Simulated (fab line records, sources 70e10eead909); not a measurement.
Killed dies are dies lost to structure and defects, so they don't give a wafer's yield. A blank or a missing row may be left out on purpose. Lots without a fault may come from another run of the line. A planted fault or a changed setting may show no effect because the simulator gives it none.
Chamber matching | flow nand_harc | NHARC_A_CHANNEL_HOLE_D2_ETCH_44 on rie_diel-08: 4 sister chambers
The step etches the open film in CF4/O2, target depth 140 nm, overetch 14 nm, time 77 s. 20 wafers are shown with their chamber, then 10 later ones without.

WAFERS WITH THEIR CHAMBER
wafer  | chamber | drypump_motor_current_A (A) | rf_vpp_V (V) | bias_w (W)
L823.3 | 0       | 5.7                         | 199.3        | 99.61
L823.4 | 3       | 6.7                         | 194.3        | 100.38
L823.6 | 3       | 6.6                         | 197.3        | 100.50
L825.1 | 2       | 6.0                         | 196.4        | 100.12
L825.2 | 0       | 5.6                         | 198.9        | 99.73
L825.4 | 3       | 6.6                         | 197.6        | 99.90
L827.1 | 2       | 6.0                         | 196.2        | 100.21
L827.5 | 2       | 6.0                         | 195.8        | 100.44
L827.6 | 3       | 6.7                         | 195.3        | 99.75
L829.1 | 2       | 6.0                         | 195.5        | 100.22
L829.4 | 3       | 6.7                         | 196.1        | 99.58
L829.5 | 0       | 5.7                         | 199.1        | 99.98
L830.2 | 2       | 6.0                         | 195.0        | 100.09
L830.3 | 0       | 5.6                         | 200.4        | 100.34
L830.6 | 2       | 6.0                         | 194.4        | 100.10
L832.3 | 3       | 6.7                         | 196.5        | 100.27
L832.5 | 3       | 6.7                         | 196.9        | 99.75
L832.6 | 1       | 5.7                         | 196.5        | 99.76
L835.3 | 3       | 6.7                         | 196.0        | 100.12
L835.5 | 2       | 6.0                         | 194.3        | 100.10

SIGNATURES (means of the wafers above)
reading                 | chamber 0 | chamber 1 | chamber 2 | chamber 3 | scatter within a chamber
drypump_motor_current_A | 5.650     | 5.700     | 6.000     | 6.675     | 0.0395
rf_vpp_V                | 199.425   | 196.500   | 195.371   | 196.250   | 0.926
bias_w                  | 99.9150   | 99.7600   | 100.1829  | 100.0312  | 0.273
Rule: a wafer's distance from a chamber is the root of the sum, over the readings, of the square of ((its reading less the chamber's mean) divided by the reading's scatter). The wafer belongs to the nearest chamber; if the next one is less than 2 further off, it can't be placed. The scatter: the root of (the sum of the squares of (reading less its chamber's mean) over the shown wafers, divided by (wafers less chambers)).

WAFERS WITHOUT THEIR CHAMBER
wafer  | drypump_motor_current_A (A) | rf_vpp_V (V) | bias_w (W)
L835.6 | 6.7                         | 196.1        | 99.91
L837.3 | 5.8                         | 196.2        | 99.76
L837.4 | 5.6                         | 200.0        | 99.90
L837.6 | 6.0                         | 195.0        | 100.56
L845.1 | 5.8                         | 195.4        | 99.88
L845.2 | 6.0                         | 195.3        | 100.07
L845.3 | 6.7                         | 196.8        | 100.23
L846.1 | 6.7                         | 196.0        | 99.79
L846.5 | 5.7                         | 198.1        | 100.01
L846.6 | 6.7                         | 197.0        | 100.30

WHICH CHAMBER EACH WENT THROUGH
wafer  | from the rows above     | in truth
L835.6 | 3                       | 3
L837.3 | 1                       | 1
L837.4 | 0                       | 0
L837.6 | 2                       | 2
L845.1 | 1                       | 1
L845.2 | 2                       | 2
L845.3 | 3                       | 3
L846.1 | 3                       | 3
L846.5 | can't be placed: 0 or 1 | 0
L846.6 | 3                       | 3
Placed correctly: 9 of 10. Can't be placed from these rows: 1 (the true chamber is among the candidates in 1). Placed wrongly: 0.
